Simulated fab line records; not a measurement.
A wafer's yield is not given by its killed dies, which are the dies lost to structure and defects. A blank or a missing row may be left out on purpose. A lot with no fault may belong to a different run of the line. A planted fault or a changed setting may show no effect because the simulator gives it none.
Which of the tools did it?	flow nandHarc	11 lots with 33 wafers sampled at 2 steps, on a route of 1302 steps

WHAT THE GAUGES READ, wafer by wafer
NHARC_P_BONDPAD_CD_MEAS_13.
lot	measured	on	cdNm (nm)
L320	day 7 14:44	cdSem-03	500.1 499.6 501.9
L321	day 8 01:13	cdSem-03	501.0 501.2 498.0
L322	day 8 05:54	cdSem-01	501.7 498.7 497.5
L324	day 9 02:38	cdSem-03	502.1 497.0 502.1
L325	day 9 12:40	cdSem-03	499.5 499.2 498.0
L327	day 10 12:55	cdSem-01	500.8 501.0 498.4
L332	day 12 15:37	cdSem-03	498.1 502.0 498.7
L335	day 13 17:09	cdSem-02	498.0 501.9 498.5
L338	day 14 23:57	cdSem-01	498.1 499.7 497.1
L339	day 15 07:14	cdSem-01	498.3 498.4 494.6
L341	day 16 03:25	cdSem-01	498.2 496.5 496.2

WHICH TOOL RAN EACH LOT (tool, then ch and the chambers of the sampled wafers, then the start)
lot	NHARC_P_BONDPAD_ETCH_12
L320	rieDiel-07 ch 0,2, day 7 14:44 or earlier
L321	rieDiel-07 ch 0,1,3, day 8 01:13 or earlier
L322	rieDiel-07 ch 0,2, day 8 05:54 or earlier
L324	rieDiel-07 ch 0,2,3, day 9 02:38 or earlier
L325	rieDiel-07 ch 0,1,3, day 9 12:40 or earlier
L327	rieDiel-01 ch 0,3, day 10 12:55 or earlier
L332	rieDiel-01 ch 1,2,3, day 12 15:37 or earlier
L335	rieDiel-07 ch 0,1,2, day 13 17:09 or earlier
L338	rieDiel-07 ch 0,2, day 14 23:57 or earlier
L339	rieDiel-05 ch 0,1,2, day 15 07:14 or earlier
L341	rieDiel-01 ch 0,1,3, day 16 03:25 or earlier
- NHARC_P_BONDPAD_ETCH_12: etches the open film in CHF3/O2, target depth 200 nm, time 100 s.

THE ANSWER, worked out from the rows above alone
Rule: the usual values come from the lots themselves. Put in order of their means at a reading, lots are off if they are a third of the lots or fewer, leave a main group of 4 or more, and stand apart from it by a gap of 3 or more times the standard deviation of the main group's means; of several such gaps the widest counts. Not used: any main group whose means are identical at the precision the tables above print for the reading. A lot without any number at a reading at which 4 lots or more have one is off too. All remaining lots with rows at the step are treated as sound.
Nothing can be told from this: no lot is off at any reading shown.

WHAT THE SIMULATOR HAD INSERTED
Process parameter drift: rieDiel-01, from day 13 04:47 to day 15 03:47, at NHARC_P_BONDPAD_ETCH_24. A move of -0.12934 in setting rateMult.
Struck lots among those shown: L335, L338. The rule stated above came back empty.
